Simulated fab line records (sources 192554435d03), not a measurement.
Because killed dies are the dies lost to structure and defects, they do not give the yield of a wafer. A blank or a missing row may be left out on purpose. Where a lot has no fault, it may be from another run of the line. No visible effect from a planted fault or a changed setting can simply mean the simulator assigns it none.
Which tool was responsible? -- flow n5_finfet -- 24 wafers from 8 lots sampled at 6 of the route's 1938 steps

== WHAT EACH GAUGE READ, for each wafer ==
N5_BEOL_M4_RC_MEAS_101. Usual: DIBL_N 36.4 mV/V, standard deviation 1.2; DIBL_P 36.1 mV/V, standard deviation 1.6; IOFF_N 0.156 nA/um, standard deviation 0.024; IOFF_P 0.21 nA/um, standard deviation 0.031; ION_N 674 uA/um, standard deviation 11; ION_P 463 uA/um, standard deviation 6.9; SS_N 71.5 mV/dec, standard deviation 0.5; SS_P 73.2 mV/dec, standard deviation 0.55; VT_N 250.0 mV, standard deviation 2.9; VT_P -250 mV, standard deviation 3.6.
lot,measured,on,DIBL_N (mV/V),DIBL_P (mV/V),IOFF_N (nA/um),IOFF_P (nA/um),ION_N (uA/um),ION_P (uA/um),SS_N (mV/dec),SS_P (mV/dec),VT_N (mV),VT_P (mV),flag
L528,day 9 11:13,prober-02,38.4 37.3 37.4,38.1 38.3 37.4,0.182 0.173 0.163,0.22 0.21 0.19,684 677 683,467 461 466,71.4 72.0 71.9,73.2 72.5 73.1,248.8 247.9 249.7,-250 -248 -249,
L529,day 10 06:21,prober-02,39.1 37.1 38.8,38.8 35.5 38.1,0.219 0.158 0.207,0.26 0.21 0.25,698 676 698,476 466 471,72.2 71.5 71.7,73.5 73.5 73.9,243.5 249.8 244.3,-246 -249 -246,
L533,day 11 02:11,prober-01,37.0 37.7 36.5,35.7 36.9 35.4,0.143 0.156 0.135,0.17 0.18 0.16,665 684 667,455 458 454,72.0 72.1 71.4,73.3 73.2 73.1,250.7 249.1 252.3,-259 -258 -259,
L534,day 11 03:54,prober-02,36.6 35.8 34.6,35.0 34.9 33.3,0.154 0.151 0.127,0.19 0.18 0.17,681 684 665,463 460 452,71.8 71.6 71.5,73.3 73.0 73.3,252.5 249.4 253.1,-252 -254 -257,
L538,day 12 19:10,prober-01,33.6 34.9 34.4,34.5 36.2 35.3,0.101 0.126 0.112,0.16 0.18 0.17,653 663 657,455 460 457,70.5 71.2 70.8,73.0 72.9 72.4,258.6 253.7 257.3,-256 -254 -256,
L540,day 12 20:18,prober-02,34.0 34.5 34.4,34.0 35.2 33.8,0.129 0.134 0.120,0.18 0.20 0.18,667 670 660,467 467 459,71.0 71.1 70.2,73.1 72.5 72.6,252.9 249.4 251.6,-249 -250 -250,
L541,day 13 12:59,prober-02,37.2 35.7 36.0,36.8 34.9 34.9,0.152 0.127 0.134,0.20 0.18 0.18,674 669 681,464 462 464,71.7 71.3 71.2,72.6 72.5 72.6,251.9 253.1 253.8,-254 -254 -255,
L542,day 14 02:38,prober-02,37.1 36.2 36.1,37.7 36.1 36.2,0.179 0.154 0.154,0.23 0.20 0.20,668 657 670,464 455 460,71.8 71.2 71.6,74.1 73.4 73.5,247.6 252.0 250.1,-249 -253 -253,

N5_BEOL_M10_CD_MEAS_35 targets a cd of 70 nm. Usual: 70.1 nm for cd_nm, sd 0.53.
lot,measured,on,cd_nm (nm),flag
L528,day 11 08:58,cd_sem-03,70.3 69.7 71.0,
L529,day 12 08:53,cd_sem-01,70.5 69.6 70.1,
L533,day 12 23:28,cd_sem-02,70.0 70.2 70.3,
L534,day 13 13:03,cd_sem-02,70.2 69.8 70.0,
L538,day 14 22:41,cd_sem-02,70.6 70.7 69.8,
L540,day 15 01:50,cd_sem-03,70.3 70.8 70.0,
L541,day 15 16:16,cd_sem-01,70.2 71.1 69.6,
L542,day 16 09:03,cd_sem-01,69.0 69.5 69.9,

== WHAT TOOL EACH LOT RAN ON (gives the tool, then ch and the chambers of the sampled wafers, and finally the start) ==
lot,N5_BEOL_M10_STRIP_67,N5_BEOL_M10_ETCH_65,N5_BEOL_M10_ETCH_66,N5_BEOL_M10_STRIP_36
L528,"rie_diel-03 ch 1,2,3, day 11 07:39","rie_diel-01 ch 2,3, day 11 08:21","rie_diel-01 ch 2,3, day 11 08:24","rie_diel-01 ch 2,3, day 11 08:35"
L529,"rie_diel-02 ch 0,1,2, day 12 06:47","rie_diel-02 ch 0,3, day 12 08:12","rie_diel-02 ch 0,3, day 12 08:15","rie_diel-02 ch 0,3, day 12 08:26"
L533,"rie_diel-03 ch 0,1,2, day 12 21:22","rie_diel-01 ch 2,3, day 12 22:52","rie_diel-01 ch 2,3, day 12 22:55","rie_diel-01 ch 2,3, day 12 23:05"
L534,"rie_diel-02 ch 1,2,3, day 13 11:41","rie_diel-01 ch 0,2,3, day 13 12:26","rie_diel-01 ch 0,2,3, day 13 12:29","rie_diel-01 ch 0,2,3, day 13 12:41"
L538,"rie_diel-01 ch 0,1, day 14 20:13","rie_diel-01 ch 1,2, day 14 22:04","rie_diel-01 ch 1,2, day 14 22:07","rie_diel-01 ch 1,2, day 14 22:18"
L540,"rie_diel-01 ch 0,1,2, day 15 00:13","rie_diel-02 ch 1,2, day 15 01:14","rie_diel-02 ch 1,2, day 15 01:17","rie_diel-02 ch 1,2, day 15 01:28"
L541,"rie_diel-01 ch 0,2,3, day 15 14:02","rie_diel-01 ch 0,2,3, day 15 15:37","rie_diel-01 ch 0,2,3, day 15 15:40","rie_diel-01 ch 0,2,3, day 15 15:50"
L542,"rie_diel-02 ch 0,1,2, day 16 07:34","rie_diel-02 ch 0,1,3, day 16 08:26","rie_diel-02 ch 0,1,3, day 16 08:29","rie_diel-02 ch 0,1,3, day 16 08:41"
- N5_BEOL_M10_STRIP_67: strips in CF4.
- N5_BEOL_M10_ETCH_65: etches SiARC in CF4, target depth 39 nm, time 65 s.
- N5_BEOL_M10_ETCH_66: etches SOC in N2/H2, target depth 120 nm, overetch 24 nm, time 180 s.
- N5_BEOL_M10_STRIP_36: strips in N2/H2.

== WHAT THE TOOLS THEMSELVES READ (means of the sampled wafers that have a number; where no wafer has one, the mark that the record gives instead) ==
N5_BEOL_M10_STRIP_67. Usual: drypump_motor_current_A 5.8 A, standard deviation 0.42; oes_product_au 0.81 a.u., standard deviation 0.083; rf_vpp_V 271.3 V, standard deviation 1.5; showerhead_plenum_p_Torr 1.80 Torr, standard deviation 0.054; throttle_valve_pct 13.41 %, standard deviation 0.24.
lot,tool,drypump_motor_current_A (A),oes_product_au (a.u.),rf_vpp_V (V),showerhead_plenum_p_Torr (Torr),throttle_valve_pct (%),flag
L528,rie_diel-03,6.2,0.78,269.9,1.77,13.56,
L529,rie_diel-02,5.3,0.88,272.4,1.84,13.37,
L533,rie_diel-03,6.2,0.75,270.6,1.76,13.48,
L534,rie_diel-02,5.4,0.86,272.4,1.84,13.49,
L538,rie_diel-01,6.0,0.81,270.1,1.76,13.30,
L540,rie_diel-01,5.9,0.78,270.3,1.77,13.33,
L541,rie_diel-01,6.0,0.77,273.1,1.81,13.33,
L542,rie_diel-02,5.3,0.82,271.1,1.83,13.44,

N5_BEOL_M10_ETCH_65. Usual: bias_w 36.00 W, standard deviation 0.11; cf4_flow_sccm 100.0 sccm, standard deviation 0.32; drypump_motor_current_A 5.8 A, standard deviation 0.41; etch_rf_on_time_s 64.6 s, standard deviation 0.78; mfc_ar_sccm 100.0 sccm, standard deviation 0.31; oes_product_au 0.69 a.u., standard deviation 0.068; rf_vpp_V 184.3 V, standard deviation 1.2; showerhead_plenum_p_Torr 2.15 Torr, standard deviation 0.065; throttle_valve_pct 15.41 %, standard deviation 0.22.
lot,tool,bias_w (W),cf4_flow_sccm (sccm),drypump_motor_current_A (A),etch_rf_on_time_s (s),mfc_ar_sccm (sccm),oes_product_au (a.u.),rf_vpp_V (V),showerhead_plenum_p_Torr (Torr),throttle_valve_pct (%),flag
L528,rie_diel-01,-,-,-,-,-,-,-,-,-,OFF
L529,rie_diel-02,-,-,-,-,-,-,-,-,-,OFF
L533,rie_diel-01,36.04,99.7,6.0,65.0,99.9,0.67,184.9,2.21,15.36,
L534,rie_diel-01,35.86,100.0,6.0,64.5,99.7,0.68,185.3,2.18,15.30,
L538,rie_diel-01,36.07,99.8,5.7,64.7,100.2,0.64,183.0,2.10,15.46,
L540,rie_diel-02,36.00,100.1,5.1,65.3,99.8,0.76,184.8,2.24,15.41,
L541,rie_diel-01,35.88,100.0,6.0,64.4,100.0,0.67,184.2,2.17,15.34,
L542,rie_diel-02,35.96,100.2,5.4,64.8,100.1,0.68,185.1,2.18,15.43,

N5_BEOL_M10_ETCH_66. Usual: bias_w 150.0 W, standard deviation 0.48; chamber_pressure_mTorr 29.997 mTorr, standard deviation 0.029; drypump_motor_current_A 5.8 A, standard deviation 0.41; oes_product_au 0.66 a.u., standard deviation 0.063; rf_vpp_V 524.3 V, standard deviation 2.2; showerhead_plenum_p_Torr 2.56 Torr, standard deviation 0.081; temp_c 39.99 C, standard deviation 0.11; throttle_valve_pct 17.63 %, standard deviation 0.2.
lot,tool,bias_w (W),chamber_pressure_mTorr (mTorr),drypump_motor_current_A (A),oes_product_au (a.u.),rf_vpp_V (V),showerhead_plenum_p_Torr (Torr),temp_c (C),throttle_valve_pct (%),flag
L528,rie_diel-01,149.7,30.020,6.0,0.30,525.7,2.63,39.93,17.52,OFF
L529,rie_diel-02,150.0,29.978,5.6,0.28,524.0,2.55,40.02,17.58,OFF
L533,rie_diel-01,150.2,30.008,6.0,0.63,526.0,2.62,40.13,17.59,
L534,rie_diel-01,149.9,30.005,6.0,0.64,524.2,2.59,40.05,17.51,
L538,rie_diel-01,150.1,29.994,5.7,0.61,522.6,2.49,40.11,17.70,
L540,rie_diel-02,149.9,29.992,5.1,0.72,526.8,2.66,39.90,17.68,
L541,rie_diel-01,150.0,30.007,6.0,0.63,525.3,2.58,39.98,17.54,
L542,rie_diel-02,149.6,30.004,5.4,0.64,524.9,2.59,39.98,17.68,

N5_BEOL_M10_STRIP_36. Usual: drypump_motor_current_A 5.8 A, standard deviation 0.41; oes_product_au 0.81 a.u., standard deviation 0.081; rf_vpp_V 59.4 V, standard deviation 2; showerhead_plenum_p_Torr 2.55 Torr, standard deviation 0.081; temp_c 40.02 C, standard deviation 0.12; throttle_valve_pct 23.46 %, standard deviation 0.2.
lot,tool,drypump_motor_current_A (A),oes_product_au (a.u.),rf_vpp_V (V),showerhead_plenum_p_Torr (Torr),temp_c (C),throttle_valve_pct (%),flag
L528,rie_diel-01,6.0,0.79,62.2,2.63,40.01,23.39,
L529,rie_diel-02,5.6,0.76,58.9,2.54,40.09,23.46,
L533,rie_diel-01,6.0,0.77,61.1,2.62,40.08,23.42,
L534,rie_diel-01,6.0,0.80,59.1,2.59,40.02,23.32,
L538,rie_diel-01,5.7,0.75,59.7,2.48,40.04,23.51,
L540,rie_diel-02,5.3,0.87,59.4,2.62,40.10,23.70,
L541,rie_diel-01,6.0,0.78,58.4,2.58,39.95,23.34,
L542,rie_diel-02,5.4,0.79,58.6,2.59,40.17,23.55,

== THE ANSWER, worked out from the rows above alone ==
Rule: a lot is off if the mean of its wafers that have a number lies more than 3 standard deviations from the usual mean. A lot without any number at a reading at which 4 lots or more have one is off too. Where the step has rows for the other lots, those lots are counted as sound. After the gauges, taken in route order, come the tools' own readings; for these a lot's mean is taken, as printed above. At the first step where some lot is off, the reading lying furthest off is the one used; lots without a number count as furthest.
Off: L528, L529 (N5_BEOL_M10_ETCH_65, bias_w). Without a number there: L528, L529.
A tool fits if, at that step or a process step before it, it ran every lot that is off, and no sound lot after the first of them. No candidate that was tried fits.

== WHAT WAS PUT IN BY THE SIMULATOR ==
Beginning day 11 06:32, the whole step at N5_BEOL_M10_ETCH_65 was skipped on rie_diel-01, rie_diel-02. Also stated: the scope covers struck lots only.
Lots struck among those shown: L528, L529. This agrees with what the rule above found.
